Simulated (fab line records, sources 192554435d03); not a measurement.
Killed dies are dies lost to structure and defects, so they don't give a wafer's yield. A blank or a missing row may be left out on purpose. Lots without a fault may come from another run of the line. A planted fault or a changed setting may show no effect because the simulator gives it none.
Split-lot experiment | flow n5_finfet | 7 lots, 39 wafers read, on a route of 1938 steps

THE SPLIT
At N5_HKMG_FIN_ETCH_86 (etches SOC in N2/H2, stops on TiN, target depth 393.2 nm), the setting target_depth_a was moved away from the recipe's 3932 angstrom on 18 of the 39 wafers read, by -9.5% to +8.3%. The other wafers ran this setting at the recipe's value.

The reading is taken at the split's own step.

THE READING
SOC_of_HKMG_FIN_COAT_85.thk_nm (the simulator's own value, which no gauge read), in nm, at N5_HKMG_FIN_ETCH_86 (etches SOC in N2/H2, stops on TiN, target depth 393.2 nm). The file gives no usual value for it. The 21 wafers here that ran the recipe average 18.0 nm, standard deviation 2.5 nm.

wafer  | tool, chamber at the split | target_depth_a as run, angstrom | against the recipe | SOC_of_HKMG_FIN_COAT_85.thk_nm, nm | against lot-mates on the recipe
L076.1 | rie_diel-03, 3             | 3932                            | recipe             | 21.2                               | -
L076.2 | rie_diel-03, 2             | 3932                            | recipe             | 18                                 | -
L076.3 | rie_diel-03, 1             | 3932                            | recipe             | 21                                 | -
L076.4 | rie_diel-03, 0             | 4078                            | +3.7%              | 8.6                                | -11.5
L076.6 | rie_diel-03, 0             | 4078                            | +3.7%              | 8.6                                | -11.5
L076.5 | rie_diel-03, 1             | 4078                            | +3.7%              | 10.8                               | -9.3
L077.1 | rie_diel-01, 1             | 3625                            | -7.8%              | 36.4                               | +17.6
L077.2 | rie_diel-01, 3             | 3625                            | -7.8%              | 44.6                               | +25.8
L077.3 | rie_diel-01, 0             | 3932                            | recipe             | 16.8                               | -
L077.4 | rie_diel-01, 2             | 3932                            | recipe             | 16.6                               | -
L077.5 | rie_diel-01, 3             | 3932                            | recipe             | 23                                 | -
L077.6 | rie_diel-01, 0             | 3625                            | -7.8%              | 39.2                               | +20.4
L084.1 | rie_diel-03, 1             | 3558                            | -9.5%              | 47.8                               | +27.5
L084.2 | rie_diel-03, 0             | 3558                            | -9.5%              | 41.6                               | +21.3
L084.3 | rie_diel-03, 2             | 3558                            | -9.5%              | 44.8                               | +24.5
L084.4 | rie_diel-03, 3,1           | 3932                            | recipe             | 21.4                               | -
L084.6 | rie_diel-03, 3,1           | 3932                            | recipe             | 21.4                               | -
L084.5 | rie_diel-03, 2             | 3932                            | recipe             | 18.2                               | -
L087.1 | rie_diel-01, 2             | 3932                            | recipe             | 18                                 | -
L087.4 | rie_diel-01, 2             | 3932                            | recipe             | 18                                 | -
L087.2 | rie_diel-01, 1             | 3932                            | recipe             | 14.8                               | -
L087.3 | rie_diel-01, 0,0,1         | 4258                            | +8.3%              | 8.6                                | -8.3
L087.5 | rie_diel-01, 0,0,1         | 4258                            | +8.3%              | 8.6                                | -8.3
L087.6 | rie_diel-01, 0,0,1         | 4258                            | +8.3%              | 8.6                                | -8.3
L090.1 | rie_diel-04, 2             | 3932                            | recipe             | 20.2                               | -
L090.2 | rie_diel-04, 3             | 3932                            | recipe             | 15.2                               | -
L090.5 | rie_diel-04, 3             | 3932                            | recipe             | 15.2                               | -
L090.3 | rie_diel-04, 1             | 3759                            | -4.4%              | 32                                 | +15.1
L090.4 | rie_diel-04, 0             | 3759                            | -4.4%              | 28.4                               | +11.5
L090.6 | rie_diel-04, 2             | 3759                            | -4.4%              | 32.6                               | +15.7
L091.2 | rie_diel-04, 3             | 3932                            | recipe             | 15.2                               | -
L091.4 | rie_diel-04, 1             | 3932                            | recipe             | 19.6                               | -
L091.5 | rie_diel-04, 0             | 3932                            | recipe             | 15.8                               | -
L093.1 | rie_diel-01, 2             | 3740                            | -4.9%              | 32.6                               | +16.3
L093.2 | rie_diel-01, 3             | 3740                            | -4.9%              | 27.4                               | +11.1
L093.3 | rie_diel-01, 1             | 3932                            | recipe             | 15.2                               | -
L093.4 | rie_diel-01, 0             | 3740                            | -4.9%              | 32                                 | +15.7
L093.5 | rie_diel-01, 1             | 3932                            | recipe             | 15.4                               | -
L093.6 | rie_diel-01, 0             | 3932                            | recipe             | 18.2                               | -
Where a row lists several chambers, the file gives one row for several wafers and doesn't say which wafer went through which chamber.

THE FIT
A straight line over all 39 wafers: SOC_of_HKMG_FIN_COAT_85.thk_nm changes by -2.27 nm for each +1% of target_depth_a; r = -0.94; the points scatter about the line by 3.8 nm.
The same after taking each lot's own level away (the mean of its wafers on the recipe; 39 wafers): -2.22 nm for each +1%; r = -0.94; scatter 3.8 nm.
On that fit, the largest move of target_depth_a shifts the reading by 21 nm.
The lots' own levels span 16.27 to 20.33 nm, that is 1.6 times the standard deviation above.
So the lot-to-lot level changes the slope little: the two slopes agree.
Check: with one of the wafers moved furthest among these (-9.5%) left out of the fit, the line predicts +22.2 nm for it against its lot-mates. It came out at +27.5 nm against them.

OTHER SPLITS ON THESE WAFERS
These wafers also went through other splits before the reading. Each is held against what the fit with the lots' levels taken away leaves over:
other split on the same wafers        | wafers away from the commonest value | r with SOC_of_HKMG_FIN_COAT_85.thk_nm (lot level and that fit taken away)
N5_PMOS_HMC_CHANNEL_EPI_EPI_20 temp_c | 15                                   | +0.03
N5_FIN_SAQP_ALD_61 ald_cycles         | 18                                   | -0.04
N5_FIN_SAQP_HM_DEP_72 target_thk_a    | 9                                    | +0.13
N5_SD_EPI_N_LINER_46 target_thk_a     | 15                                   | -0.23

THE FILE'S OWN FIT
SOC_of_HKMG_FIN_COAT_85.thk_nm changes by -2.31 nm for each +1% of target_depth_a, r = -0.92.
